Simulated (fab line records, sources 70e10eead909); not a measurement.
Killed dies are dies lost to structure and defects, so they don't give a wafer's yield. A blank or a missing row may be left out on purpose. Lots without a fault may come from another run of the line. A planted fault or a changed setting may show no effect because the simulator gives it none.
A struck lot beside a sound one | flow nand_harc | 15 steps out of a route of 1159
Sound: wafers L175.2, L175.5, L175.6. Struck: wafer L163.1. (L163.4 of the same lot was not struck and is left out.) The cause comes at the end.
At each step with rows: each side's tool, then ch and its chambers, then its first start. Under that, the readings that differ: sound wafers | struck wafers | difference of the means | sigmas: that difference in standard deviations of wafers without a fault.
alike: readings whose means differ by less than 2 such deviations, and words and numbers that are the same on both sides. not compared: withheld readings, readings that some wafer has no value for, bounds like >300 that may hide the same value, and numbers for which the record gives no deviation and whose values overlap.
The two part at a step that has a row with sigmas, a row that says differs or no value, or rows on one side only. Numbers that don't overlap but have no deviation are shown without sigmas and don't part them. A reading that every wafer of one side lacks parts them only if that side has two wafers or more.

NHARC_A_CONTACT_ETCH_137: etches the open film in C4F8/O2/Ar, time 132 s, target depth 1287 nm.
  sound on har_cap_etch-03 ch 0,1, day 21 12:05; struck on har_cap_etch-02 ch 1, day 18 10:28
  not compared: rf_hours_counter_h
NHARC_A_CONTACT_ETCH_138: etches the open film in C4F8/O2/Ar, time 132 s, target depth 1289 nm.
  sound on har_cap_etch-03 ch 0,1, day 21 12:13; struck on har_cap_etch-02 ch 1, day 18 10:35
  not compared: rf_hours_counter_h
then, 1 step without rows for these wafers: NHARC_A_CONTACT_ETCH_139 (etches the open film in C4F8/O2/Ar, time 137 s, target depth 590 nm).
NHARC_A_CONTACT_ETCH_92: etches the open film in CH3F/O2, target depth 40 nm, time 85.7 s.
  sound on rie_diel-09 ch 2,3, day 21 12:49; struck on rie_diel-02 ch 2, day 18 11:08
  reading                     | sound          | struck | difference | sigmas
  drypump_motor_current_A (A) | 5.1 5.2 5.9    | 6.3    | +0.9       | +2
  oes_product_au (a.u.)       | 0.93 0.92 0.91 | 0.99   | +0.07      | +2
  alike: rf_vpp_V, showerhead_plenum_p_Torr, throttle_valve_pct
  not compared: rf_hours_counter_h
then, 1 step without rows for these wafers: NHARC_A_CONTACT_ETCH_98 (etches the open film in C4F6/O2, target depth 20 nm, time 10 s).
NHARC_A_CONTACT_CD_MEAS_15:
  sound on cd_sem-01, day 21 13:02; struck on cd_sem-01, day 18 11:20
  alike: cd_nm
then, 4 steps without rows for these wafers: NHARC_A_CONTACT_STRIP_107 (strips in N2/H2); NHARC_A_CONTACT_STRIP_108 (strips in CF4/CHF3); NHARC_A_CONTACT_STRIP_109 (strips in O2/COS); NHARC_A_CONTACT_ETCH_110 (etches the open film in CF4/O2, target depth 50 nm, overetch 5 nm, time 27.5 s).
NHARC_A_CONTACT_STRIP_26: strips in O2.
  sound on rie_diel-09 ch 2,3; struck on rie_diel-07 ch 0
  reading                | sound                | struck | difference | sigmas
  throttle_valve_pct (%) | 17.053 17.053 17.037 | 17.022 | -0.026     | -2
  alike: drypump_motor_current_A, oes_product_au, rf_vpp_V, showerhead_plenum_p_Torr
  not compared: rf_hours_counter_h
then, 1 step without rows for these wafers: NHARC_A_CONTACT_STRIP_27 (strips in post etch residue remover, time 600 s).
NHARC_A_CONTACT_ALD_18: deposits TiN, target thk 3 nm, pulse time 1 s, ald cycles 150.
  sound on ald_metal-02 ch 1,2, day 21 14:08; struck on ald_metal-01 ch 0, day 18 12:34
  reading    | sound       | struck | difference | sigmas
  ald_cycles | 150 150 150 | 68     | -82        |
  alike: heater_power_outer_w, heater_power_w, precursor_pulse_height_rel
NHARC_A_CONTACT_CVD_19: deposits W, target thk 300 nm, time 802 s.
  sound on cvd_w-01 ch 0,1; struck on cvd_w-01 ch 1
  alike: heater_power_outer_w, heater_power_w, throttle_valve_pct
-- the record jumps here: 2 days lie between the struck wafers' starts before and after (it left off in module A_CONTACT and takes up again in module END, whose first step shown is number 1159 of the route) --
NHARC_END_SORT_01:
  sound on prober-01 ch 0, day 23 17:58; struck on prober-01 ch 0, day 20 14:34
  reading         | sound | struck | difference | sigmas
  killed_at_array | 34    | 672    | +638       | +71
  killed_dies     | 39    | 677    | +638       | +70
  alike: killed_at_other, killed_at_periphery, killed_open, killed_short

WHERE THEY PART
First at NHARC_A_CONTACT_ETCH_92; last, within this record, at NHARC_END_SORT_01.

WHY: what the simulator had put in
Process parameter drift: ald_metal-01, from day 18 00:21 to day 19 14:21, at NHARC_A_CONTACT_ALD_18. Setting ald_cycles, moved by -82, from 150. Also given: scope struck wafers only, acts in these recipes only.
